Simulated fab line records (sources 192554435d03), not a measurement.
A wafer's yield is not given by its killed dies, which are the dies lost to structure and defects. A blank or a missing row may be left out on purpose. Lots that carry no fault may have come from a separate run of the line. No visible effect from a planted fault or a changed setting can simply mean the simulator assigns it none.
fab line records    flow n5Finfet
record: lots: 7  wafers: 21
route steps=1938 shown BEOL_M8@1359 BEOL_M9@1443 BEOL_M10@1480 BEOL_M11@1565 BEOL_M14@1718 BEOL_M15@1808
startH: hours from the record's opening day to when the first of the lot's shown wafers began    waitH: how many hours have passed since the lot's step before this one    " repeats the value in the row above    L1.1+2: several wafers, shown together as one row    - no value present, or no start provided    * or withheld: withheld    < > ~ a bound
route shown NAME@n: NAME is a module with steps in the file, n the number in the route of the first one    usual: mean/standard deviation of fault-free wafers    same: alike in all rows    chamber/n: place in a boat    sites: per-site readings    _std_site: standard deviation of those values    _edge_site: outer sites' mean less inner sites'    radiusMm: for every site, how far away it sits from the centre of the wafer    mask NAME#n: copy n    behind: the tool/chamber that last shaped the wafer    hold: why the lot was held/for how many hours/how that ended    device: the transistor (n, p or np) that didn't switch    end of line: the same wafers' tests at the end of the route    for a step that has no rows: nothing shown but its recipe    killed: the dies lost at the first sort to structure and to defects; this is not the yield of the wafer    map: the dies of a wafer, with x for killed, . for not killed, _ for no die there
set.NAME: the setting that was run; set.NAME@STEP: the one run at that earlier step    model.NAME: the simulator's own value behind a step, which no gauge read
lots with deliberately changed settings; one table per step, one row per wafer
== steps ==
step: N5_BEOL_M8_COAT_22
recipe: resist: CAR-EUV  spinRpm: 1500  resistThkNm: 30
lot.wafer   tool           chamber  startH  waitH  set.spinRpm  model.CAR-EUV_of_BEOL_M8_COAT_22.thkNm
L074.1+3    lithoTrack-04  0        -       -      1500         29.8
L074.5      "              0        "       "      1500         30
L075.3+4+5  lithoTrack-02  0        -       -      1500         29.8
L079.2+4+6  lithoTrack-01  0        -       -      1500         30.2
L082.2+6    lithoTrack-02  0        -       -      1500         29.8
L082.5      "              0        "       "      1500         30
L086.2      lithoTrack-04  0        -       -      1500         30
L086.4+6    "              0        "       "      1421         31
L091.1+4    lithoTrack-02  0        -       -      1500         30
L091.3      "              0        "       "      1444         30.6
L092.2      lithoTrack-04  0        -       -      1500         29.8
L092.3      "              0        "       "      1338         31.6
L092.6      "              0        "       "      1338         31.8
step: N5_BEOL_M8_EBR_24
recipe: solvent: PGMEA  ebrWidthMm: 1.5
step: N5_BEOL_M8_SOFTBAKE_23
recipe: tempC: 110  timeS: 60  resist: CAR-EUV
step: N5_BEOL_M8_EXPOSE_25
recipe: maskId: V7  na: 0.33  sourceShape: annular  sigmaInner: 0.4  sigmaOuter: 0.8  polarization: unpolarized  targetCdNm: 40  doseMj: 42.5
step: N5_BEOL_M8_PEB_26
recipe: pebTempC: 100  pebTimeS: 60  resist: CAR-EUV
step: N5_BEOL_M8_DEVELOP_27
recipe: developTimeS: 30  developer: TMAH  resist: CAR-EUV  rinseLiquid: surfactantRinse  dry: airSpin  devTempC: 23
lot.wafer   tool           chamber  startH  waitH  set.spinRpm@BEOL_M8_COAT_22  model.CAR-EUV_of_BEOL_M8_COAT_22.thkNm
L074.1+3+5  lithoTrack-02  0        -       -      1500                         29.4
L075.3+4+5  lithoTrack-04  0        -       -      1500                         29.4
L079.2+4    lithoTrack-01  0        -       -      1500                         29.8
L079.6      "              0        "       "      1500                         29.6
L082.2+5+6  lithoTrack-04  0        -       -      1500                         29.4
L086.2      lithoTrack-01  0        -       -      1500                         29.6
L086.4+6    "              0        "       "      1421                         30.4
L091.1      lithoTrack-04  0        -       -      1500                         29.4
L091.3      "              0        "       "      1444                         30
L091.4      "              0        "       "      1500                         29.6
L092.2      lithoTrack-04  0        -       -      1500                         29.4
L092.3      "              0        "       "      1338                         31
L092.6      "              0        "       "      1338                         31.2
step: N5_BEOL_M8_DESCUM_33
recipe: chemistry: O2  timeS: 7  sourcePowerW: 50  biasPowerW: 20  pressureMtorr: 20  rfFrequencyHz: 2.712e+07  tempC: 40  resist: CAR-EUV  o2FlowSccm: 225
lot.wafer   tool        chamber  startH  waitH  set.spinRpm@BEOL_M8_COAT_22  model.CAR-EUV_of_BEOL_M8_COAT_22.thkNm
L074.1+3+5  rieDiel-05  1,0,1    237.38  0.0    1500                         26
L075.3+5    rieDiel-05  2        240.39  0.0    1500                         26
L075.4      "           1        "       "      1500                         25.8
L079.2      rieDiel-06  2        276.00  0.1    1500                         26.4
L079.4+6    "           3,2      "       "      1500                         26.2
L082.2      rieDiel-06  1        282.96  0.2    1500                         25.8
L082.5+6    "           1,0      "       "      1500                         26
L086.2      rieDiel-05  0        314.61  0.0    1500                         26.2
L086.4+6    "           1,3      "       "      1421                         27
L091.1+4    rieDiel-05  3,1      324.31  0.0    1500                         26
L091.3      "           2        "       "      1444                         26.6
L092.2      rieDiel-02  2        328.54  0.0    1500                         25.8
L092.3      "           3        "       "      1338                         27.6
L092.6      "           2        "       "      1338                         27.8
step: N5_BEOL_M8_ETCH_72
recipe: chemistry: N2/H2  target: underlayer  targetDepthA: 65  maskMaterial: CAR-EUV  timeS: 5.2  ionEnergyEv: 200  pressureMtorr: 30  sourceW: 840  biasW: 150  n2FlowSccm: 200  h2FlowSccm: 200  ends: cleared
step: N5_BEOL_M8_ETCH_65
recipe: chemistry: CF4  target: SiARC  targetDepthA: 156  maskMaterial: CAR-EUV  timeS: 26  ionEnergyEv: 80  pressureMtorr: 40  sourceW: 545  biasW: 36  Ar_flow_sccm: 100  cf4FlowSccm: 100  ends: cleared
step: N5_BEOL_M8_ETCH_66
recipe: chemistry: N2/H2  target: SOC  targetDepthA: 800  overetchA: 160  maskMaterial: SiARC  tempC: 40  timeS: 120  ionEnergyEv: 200  pressureMtorr: 30  sourceW: 840  biasW: 150  n2FlowSccm: 200  h2FlowSccm: 200
lot.wafer  tool        chamber  startH  waitH  set.spinRpm@BEOL_M8_COAT_63  model.etch.depthNm
L074.1     rieDiel-05  1        237.46  0.0    1343                         63.16
L074.3     "           0        "       "      1500                         59.83
L074.5     "           1        "       "      1343                         63.19
L075.3     rieDiel-05  2        240.47  0.0    1500                         59.65
L075.4     "           1        "       "      1500                         59.6
L075.5     "           2        "       "      1500                         59.71
L079.2     rieDiel-06  2        276.08  0.0    1500                         60
L079.4     "           3        "       "      1500                         59.96
L079.6     "           2        "       "      1500                         59.83
L082.2     rieDiel-06  1        283.04  0.0    1500                         60.02
L082.5     "           1        "       "      1384                         62.48
L082.6     "           0        "       "      1500                         59.97
L086.2     rieDiel-05  0        314.69  0.0    1500                         59.94
L086.4     "           1        "       "      1545                         59.03
L086.6     "           3        "       "      1500                         60.03
L091.1     rieDiel-05  3        324.39  0.0    1500                         60.25
L091.3     "           2        "       "      1500                         60.08
L091.4     "           1        "       "      1500                         59.99
L092.2     rieDiel-02  2        328.62  0.0    1500                         60.05
L092.3+6   "           3,2      "       "      1500                         60.15
step: N5_BEOL_M8_STRIP_69
recipe: chemistry: N2/H2  tempC: 40  n2FlowSccm: 200  h2FlowSccm: 200  rfFrequencyHz: 6e+07
step: N5_BEOL_M8_STRIP_73
recipe: chemistry: N2/H2  tempC: 40  n2FlowSccm: 200  h2FlowSccm: 200  rfFrequencyHz: 6e+07
step: N5_BEOL_M8_VIA_ETCH_34
recipe: chemistry: C4F6/O2  target: SiCOH_lowk  targetDepthA: 1255  maskMaterial: SOC  taperDeg: 4  timeS: 50.5  ionEnergyEv: 250  pressureMtorr: 30  sourceW: 345  biasW: 185  Ar_flow_sccm: 300  C4F6_flow_sccm: 10  O2_flow_sccm: 10
lot.wafer  tool        chamber  startH  waitH  set.spinRpm@BEOL_M8_COAT_63  model.SOC_of_BEOL_M8_COAT_63.thkNm
L074.1+5   rieDiel-05  1        237.56  0.0    1343                         57.2
L074.3     "           0        "       "      1500                         53.8
L075.3     rieDiel-05  2        240.57  0.0    1500                         53.8
L075.4     "           1        "       "      1500                         53.6
L075.5     "           2        "       "      1500                         54
L079.2     rieDiel-06  2        276.18  0.0    1500                         54.2
L079.4+6   "           3,2      "       "      1500                         54
L082.2     rieDiel-06  1        283.14  0.0    1500                         54
L082.5     "           1        "       "      1384                         56.6
L082.6     "           0        "       "      1500                         53.8
L086.2+6   rieDiel-05  0,3      314.79  0.0    1500                         54
L086.4     "           1        "       "      1545                         53
L091.1     rieDiel-05  3        324.49  0.0    1500                         54.2
L091.3+4   "           2,1      "       "      1500                         54
L092.2+3   rieDiel-02  2,3      328.72  0.0    1500                         54
L092.6     "           2        "       "      1500                         54.2
step: N5_BEOL_M8_STRIP_76
recipe: chemistry: C4F6/O2  resist: SiARC  rfFrequencyHz: 6e+07
step: N5_BEOL_M8_STRIP_36
recipe: chemistry: N2/H2  powerW: 450  tempC: 40  pressureMtorr: 20  rfFrequencyHz: 6e+07  overashFraction: 0.3  biasPowerW: 7  h2Frac: 0.5  n2FlowSccm: 200  h2FlowSccm: 200
step: N5_BEOL_M8_STRIP_80
recipe: chemistry: N2/H2  timeS: 10  powerW: 450  tempC: 40  pressureMtorr: 20  rfFrequencyHz: 6e+07  biasPowerW: 7  n2FlowSccm: 200  h2FlowSccm: 200
step: N5_BEOL_M8_HM_STRIP_39
recipe: chemistry: peroxideTinStrip  material: TiN  targetDepthA: 250  tempC: 50  timeS: 158
lot.wafer  tool         chamber  startH  waitH  set.tempC@BEOL_M8_PECVD_70  model.SiO2_of_BEOL_M8_PECVD_70.thkNm
L074.1     wetBench-05  2        237.84  0.0    387.6                       21.4
L074.3     "            0        "       "      387.6                       21.2
L074.5     "            6        "       "      387.6                       21.8
L075.3     wetBench-06  3        240.85  0.0    400                         19.6
L075.4     "            2        "       "      400                         20
L075.5     "            1        "       "      400                         20.2
L079.2     wetBench-05  7        276.46  0.0    416.8                       17.4
L079.4+6   "            2,5      "       "      400                         19.8
L082.2     wetBench-05  3        283.42  0.0    400                         19.6
L082.5     "            6        "       "      407.8                       19
L082.6     "            4        "       "      400                         20.2
L086.2     wetBench-03  6        315.07  0.0    400                         19.8
L086.4     "            2        "       "      415.9                       17.6
L086.6     "            7        "       "      400                         20.4
L091.1     wetBench-06  0        324.77  0.0    400                         19.8
L091.3     "            3        "       "      400                         19.4
L091.4     "            4        "       "      400                         20
L092.2+6   wetBench-03  0,1      329.01  0.0    400                         19.8
L092.3     "            3        "       "      414.3                       17.8
step: N5_BEOL_M9_VIA_ETCH_34
recipe: chemistry: C4F6/O2  target: SiCOH_lowk  targetDepthA: 1824  maskMaterial: SOC  taperDeg: 4  timeS: 68.4  ionEnergyEv: 250  pressureMtorr: 30  sourceW: 345  biasW: 185  Ar_flow_sccm: 300  C4F6_flow_sccm: 10  O2_flow_sccm: 10
lot.wafer  tool        chamber  startH  waitH  set.sourceW  model.etch.depthNm
L074.1     rieDiel-04  3        247.20  0.0    377.4        190.2
L074.3     "           1        "       "      377.4        185.2
L074.5     "           1        "       "      345          179.4
L075.3     rieDiel-01  1        251.52  0.0    345          177.9
L075.4     "           0        "       "      345          182.1
L075.5     "           1        "       "      345          177.7
L079.2     rieDiel-04  2        282.99  0.0    345          185.9
L079.4     "           3        "       "      345          183.1
L079.6     "           0        "       "      345          180.6
L082.2     rieDiel-01  1        290.91  0.0    345          182.9
L082.5     "           0        "       "      345          184.2
L082.6     "           2        "       "      345          178.1
L086.2     rieDiel-01  0        323.51  0.0    345          183.8
L086.4     "           1        "       "      345          181.9
L086.6     "           2        "       "      345          177.8
L091.1     rieDiel-01  3        333.61  0.0    366.7        190.7
L091.3     "           0        "       "      345          184
L091.4     "           2        "       "      345          177.4
L092.2     rieDiel-04  3        335.89  0.0    405.2        194.2
L092.3     "           1        "       "      345          176.8
L092.6     "           2        "       "      405.2        195.4
step: N5_BEOL_M10_EXPOSE_08
recipe: maskId: M10  na: 1.35  sourceShape: dipole  sigmaInner: 0.411  sigmaOuter: 0.611  polarization: te  doseMj: 53.75
lot.wafer   tool            chamber  startH  waitH  mask   set.doseMj
L074.1+5    arfiScanner-01  0        252.86  -      M10#0  56.02
L074.3      "               0        "       "      M10#0  53.75
L075.3+4+5  arfiScanner-01  0        258.52  -      M10#0  53.75
L079.2      arfiScanner-03  0        287.37  -      M10#0  53.75
L079.4+6    "               0        "       "      M10#0  50.73
L082.2+6    arfiScanner-01  0        296.81  -      M10#0  54.87
L082.5      "               0        "       "      M10#0  53.75
L086.2+6    arfiScanner-03  0        329.58  -      M10#0  55.55
L086.4      "               0        "       "      M10#0  53.75
L091.1+3+4  arfiScanner-03  0        338.87  -      M10#0  53.75
L092.2+3+6  arfiScanner-01  0        342.44  -      M10#0  53.75
step: N5_BEOL_M10_PEB_09
recipe: pebTempC: withheld  pebTimeS: 60  resist: CAR-ArF
step: N5_BEOL_M10_DEVELOP_10
recipe: developTimeS: 30  developer: TMAH  resist: CAR-ArF  rinseLiquid: diw  dry: airSpin  devTempC: 23
step: N5_BEOL_M10_STRIP_68
recipe: chemistry: N2/H2  tempC: 40  n2FlowSccm: 200  h2FlowSccm: 200  rfFrequencyHz: 6e+07
step: N5_BEOL_M10_STRIP_67
recipe: chemistry: CF4  resist: SiARC  powerW: 300  biasPowerW: 75  pressureMtorr: 50  cf4FlowSccm: 150  rfFrequencyHz: 6e+07
step: N5_BEOL_M10_HM_OPEN_17
recipe: chemistry: Cl2/BCl3  targetDepthA: 200  overetchA: 60  target: TiN  maskMaterial: SOC  ionEnergyEv: 150  pressureMtorr: 10  icpW: 1000  biasW: 126  Cl2_flow_sccm: 53.25  bcl3FlowSccm: 21.75  Ar_flow_sccm: 25
lot.wafer  tool         chamber  startH  waitH  set.doseMj@BEOL_M10_EXPOSE_08  model.BEOL_M10.cdOffsetNm
L074.1     rieMetal-02  0        253.40  0.0    56.02                          1.6
L074.3     "            1        "       "      53.75                          -0.4
L074.5     "            1        "       "      56.02                          2.8
L075.3     rieMetal-03  0        259.09  0.1    53.75                          -0.6
L075.4     "            1        "       "      53.75                          0.6
L075.5     "            1        "       "      53.75                          0.4
L079.2     rieMetal-02  1        287.85  0.0    53.75                          0.8
L079.4+6   "            1        "       "      50.73                          -3
L082.2     rieMetal-03  1        297.37  0.0    54.87                          0.4
L082.5     "            0        "       "      53.75                          -1
L082.6     "            1        "       "      54.87                          0
L086.2     rieMetal-02  1        330.06  0.0    55.55                          1
L086.4     "            1        "       "      53.75                          0.4
L086.6     "            0        "       "      55.55                          1.4
L091.1     rieMetal-03  0        339.53  0.0    53.75                          -1.2
L091.3     "            0        "       "      53.75                          -0.6
L091.4     "            1        "       "      53.75                          -1
L092.2     rieMetal-03  0        343.41  0.0    53.75                          1.4
L092.3     "            1        "       "      53.75                          -0.4
L092.6     "            1        "       "      53.75                          -0.6
step: N5_BEOL_M10_STRIP_19
recipe: chemistry: O2  powerW: 400  tempC: 40  pressureMtorr: 30  rfFrequencyHz: 6e+07  biasPowerW: 0  overashFraction: 0.2  o2FlowSccm: 225
step: N5_BEOL_M10_CD_MEAS_18
recipe: pitchNm: 140  targetCdNm: 70
usual: cdNm: 69.7/0.63
lot.wafer  tool      chamber  startH  waitH  set.doseMj@BEOL_M10_EXPOSE_08  cdNm
L074.1     cdSem-02  -        253.58  0.0    56.02                          71.9
L074.3     "         -        "       "      53.75                          69.5
L074.5     "         -        "       "      56.02                          72.3
L075.3     cdSem-03  -        259.24  0.1    53.75                          69.1
L075.4     "         -        "       "      53.75                          70.5
L075.5     "         -        "       "      53.75                          70.2
L079.2     cdSem-02  -        288.08  0.1    53.75                          71.0
L079.4     "         -        "       "      50.73                          67.1
L079.6     "         -        "       "      50.73                          67.1
L082.2     cdSem-02  -        297.60  0.1    54.87                          70.4
L082.5     "         -        "       "      53.75                          69.0
L082.6     "         -        "       "      54.87                          69.7
L086.2     cdSem-03  -        330.28  0.1    55.55                          71.0
L086.4     "         -        "       "      53.75                          70.3
L086.6     "         -        "       "      55.55                          71.4
L091.1     cdSem-03  -        339.72  0.1    53.75                          68.4
L091.3     "         -        "       "      53.75                          69.5
L091.4     "         -        "       "      53.75                          69.0
L092.2     cdSem-01  -        343.60  0.1    53.75                          71.1
L092.3     "         -        "       "      53.75                          69.6
L092.6     "         -        "       "      53.75                          69.2
step: N5_BEOL_M11_EXPOSE_25
recipe: maskId: V10  na: 1.35  sourceShape: annular  sigmaInner: 0.5  sigmaOuter: 0.8  polarization: unpolarized  doseMj: 85.5
lot.wafer   tool            chamber  startH  waitH  mask   set.doseMj
L074.1+3+5  arfiScanner-03  0        261.97  -      V10#0  85.5
L075.3+4+5  arfiScanner-01  0        270.22  -      V10#0  85.5
L079.2      arfiScanner-03  0        298.68  -      V10#0  88.8
L079.4+6    "               0        "       "      V10#0  85.5
L082.2+5    arfiScanner-01  0        308.88  -      V10#0  85.5
L082.6      "               0        "       "      V10#0  79.51
L086.2      arfiScanner-03  0        341.05  -      V10#0  85.5
L086.4+6    "               0        "       "      V10#0  87.94
L091.1      arfiScanner-03  0        347.64  -      V10#0  82.97
L091.3+4    "               0        "       "      V10#0  85.5
L092.2+3+6  arfiScanner-02  0        351.87  -      V10#0  85.5
step: N5_BEOL_M11_PEB_26
recipe: pebTempC: withheld  pebTimeS: 60  resist: CAR-ArF
step: N5_BEOL_M11_DEVELOP_27
recipe: developTimeS: 30  developer: TMAH  resist: CAR-ArF  rinseLiquid: diw  dry: airSpin  devTempC: 23
step: N5_BEOL_M11_CD_MEAS_28
recipe: targetCdNm: 70  landingEnergyEv: 500  detector: seInlens  polarity: opening
usual: cdNm: 70.1/0.96
lot.wafer  tool      chamber  startH  waitH  set.doseMj@BEOL_M11_EXPOSE_25  cdNm
L074.1     cdSem-01  0        262.10  -      85.5                           70.6
L074.3     "         0        "       "      85.5                           70.4
L074.5     "         0        "       "      85.5                           72.1
L075.3     cdSem-03  0        270.34  -      85.5                           69.8
L075.4     "         0        "       "      85.5                           70.2
L075.5     "         0        "       "      85.5                           69.5
L079.2     cdSem-03  0        298.80  -      88.8                           73.9
L079.4     "         0        "       "      85.5                           69.3
L079.6     "         0        "       "      85.5                           69.6
L082.2     cdSem-02  0        309.01  -      85.5                           69.5
L082.5     "         0        "       "      85.5                           69.7
L082.6     "         0        "       "      79.51                          64.5
L086.2     cdSem-03  0        341.18  -      85.5                           68.6
L086.4     "         0        "       "      87.94                          72.5
L086.6     "         0        "       "      87.94                          71.9
L091.1     cdSem-02  0        347.77  -      82.97                          67.8
L091.3     "         0        "       "      85.5                           70.8
L091.4     "         0        "       "      85.5                           71.4
L092.2     cdSem-02  0        352.00  -      85.5                           70.1
L092.3     "         0        "       "      85.5                           68.2
L092.6     "         0        "       "      85.5                           68.8
step: N5_BEOL_M14_COAT_58
recipe: resist: BARC  tempC: 205  timeS: 60  spinRpm: 1500  resistThkNm: 89
lot.wafer   tool           chamber  startH  waitH  set.spinRpm  model.BARC_of_BEOL_M14_COAT_58.thkNm
L074.1      lithoTrack-03  0        278.71  0.0    1500         88.8
L074.3      "              0        "       "      1583         86.4
L074.5      "              0        "       "      1583         86.2
L075.3+4+5  lithoTrack-05  0        288.39  0.0    1500         88.8
L079.2      lithoTrack-05  0        311.64  0.0    1500         88.8
L079.4      "              0        "       "      1640         85
L079.6      "              0        "       "      1640         85.2
L082.2      lithoTrack-05  0        324.59  0.0    1500         88.8
L082.5+6    "              0        "       "      1500         89
L086.2      lithoTrack-05  0        355.62  0.0    1419         91.8
L086.4      "              0        "       "      1500         88.8
L086.6      "              0        "       "      1500         89.2
L091.1+4    lithoTrack-03  0        367.13  0.0    1632         85.4
L091.3      "              0        "       "      1500         89.2
L092.2      lithoTrack-02  0        375.60  0.0    1366         93.4
L092.3      "              0        "       "      1500         89.8
L092.6      "              0        "       "      1500         89.4
step: N5_BEOL_M14_COAT_04
recipe: spinRpm: 1704  resistThkNm: 800
step: N5_BEOL_M14_EBR_06
recipe: solvent: PGMEA  ebrWidthMm: 1.5
step: N5_BEOL_M14_DESCUM_15
recipe: chemistry: O2  timeS: 7.9  sourcePowerW: 50  biasPowerW: 20  pressureMtorr: 20  rfFrequencyHz: 2.712e+07  tempC: 40  o2FlowSccm: 225
step: N5_BEOL_M14_ETCH_59
recipe: chemistry: N2/H2  target: BARC  targetDepthA: 890  overetchA: 267  timeS: 67.9  ionEnergyEv: 200  pressureMtorr: 30  sourceW: 840  biasW: 150  n2FlowSccm: 200  h2FlowSccm: 200
lot.wafer  tool        chamber  startH  waitH  set.spinRpm@BEOL_M14_COAT_58  model.etch.depthNm
L074.1     rieDiel-06  0        279.11  0.0    1500                          88.84
L074.3     "           3        "       "      1583                          86.36
L074.5     "           0        "       "      1583                          86.22
L075.3     rieDiel-05  0        288.91  0.0    1500                          88.85
L075.4+5   "           3,1      "       "      1500                          88.78
L079.2     rieDiel-02  2        312.17  0.0    1500                          88.8
L079.4     "           3        "       "      1640                          84.92
L079.6     "           1        "       "      1640                          85.12
L082.2     rieDiel-02  1        325.11  0.0    1500                          88.8
L082.5     "           3        "       "      1500                          89.03
L082.6     "           2        "       "      1500                          88.96
L086.2     rieDiel-06  3        356.01  0.0    1419                          91.73
L086.4     "           1        "       "      1500                          88.85
L086.6     "           0        "       "      1500                          89.1
L091.1     rieDiel-05  0        367.53  0.0    1632                          85.43
L091.3     "           3        "       "      1500                          89.19
L091.4     "           1        "       "      1632                          85.46
L092.2     rieDiel-06  2        376.00  0.0    1366                          93.47
L092.3     "           1        "       "      1500                          89.7
L092.6     "           0        "       "      1500                          89.44
step: N5_BEOL_M15_ETCH_61
recipe: chemistry: N2/H2  target: BARC  targetDepthA: 890  overetchA: 267  timeS: 67.9  ionEnergyEv: 200  pressureMtorr: 30  sourceW: 840  biasW: 150  n2FlowSccm: 200  h2FlowSccm: 200
lot.wafer  tool        chamber  startH  waitH  set.timeS  model.coat_of_BEOL_M15_COAT_22.thkNm
L074.1     rieDiel-04  2        284.99  0.0    67.9       718.6
L074.3     "           3        "       "      60.52      728.6
L074.5     "           2        "       "      60.52      723.4
L075.3     rieDiel-01  2        296.48  0.0    67.9       719.2
L075.4     "           0        "       "      67.9       719.8
L075.5     "           0        "       "      67.9       720
L079.2     rieDiel-04  1        319.96  0.0    57.41      724.2
L079.4     "           3        "       "      67.9       717.2
L079.6     "           2        "       "      57.41      722.2
L082.2     rieDiel-03  1        333.50  0.0    67.9       720.8
L082.5     "           1        "       "      58.04      728.6
L082.6     "           0        "       "      58.04      729.6
L086.2     rieDiel-03  0        364.31  0.0    67.9       716
L086.4     "           3        "       "      61.27      718.2
L086.6     "           3        "       "      67.9       711
L091.1     rieDiel-03  2        377.58  0.0    67.9       719.4
L091.3     "           0        "       "      67.9       717.6
L091.4     "           1        "       "      67.9       719.6
L092.2     rieDiel-03  3        382.75  0.0    79.63      702
L092.3     "           2        "       "      67.9       720
L092.6     "           3        "       "      67.9       712.8
== key ==
split: step: N5_BEOL_M8_COAT_22  setting: spinRpm  stated: 1500  by: wafer
response: step: N5_BEOL_M8_COAT_22  reading: model.CAR-EUV_of_BEOL_M8_COAT_22.thkNm  change: -0.177  per: 1%  r: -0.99
response: step: N5_BEOL_M8_DEVELOP_27  reading: model.CAR-EUV_of_BEOL_M8_COAT_22.thkNm  change: -0.154  per: 1%  r: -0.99
response: step: N5_BEOL_M8_DESCUM_33  reading: model.CAR-EUV_of_BEOL_M8_COAT_22.thkNm  change: -0.17  per: 1%  r: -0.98
split: step: N5_BEOL_M9_VIA_ETCH_34  setting: sourceW  stated: 345  by: wafer
response: step: N5_BEOL_M9_VIA_ETCH_34  reading: model.etch.depthNm  change: +1.05  per: 1%  r: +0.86
split: step: N5_BEOL_M10_EXPOSE_08  setting: doseMj  stated: 53.75  by: wafer
response: step: N5_BEOL_M10_HM_OPEN_17  reading: model.BEOL_M10.cdOffsetNm  change: +0.577  per: 1%  r: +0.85
response: step: N5_BEOL_M10_CD_MEAS_18  reading: cdNm  change: +0.583  per: 1%  r: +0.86
split: step: N5_BEOL_M11_EXPOSE_25  setting: doseMj  stated: 85.5  by: wafer
response: step: N5_BEOL_M11_CD_MEAS_28  reading: cdNm  change: +0.9  per: 1%  r: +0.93
split: step: N5_BEOL_M14_COAT_58  setting: spinRpm  stated: 1500  by: wafer
response: step: N5_BEOL_M14_COAT_58  reading: model.BARC_of_BEOL_M14_COAT_58.thkNm  change: -0.43  per: 1%  r: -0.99
response: step: N5_BEOL_M14_ETCH_59  reading: model.etch.depthNm  change: -0.434  per: 1%  r: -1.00
split: step: N5_BEOL_M15_ETCH_61  setting: timeS  stated: 67.9  by: wafer
response: step: N5_BEOL_M15_ETCH_61  reading: model.coat_of_BEOL_M15_COAT_22.thkNm  change: -0.612  per: 1%  r: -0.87
split outsideThisFile step=N5_BEOL_M8_PECVD_70 setting=tempC
split outsideThisFile step=N5_BEOL_M8_COAT_63 setting=spinRpm
split outsideThisFile: this setting was split too, and the file shows its column; the key of that split is in another file
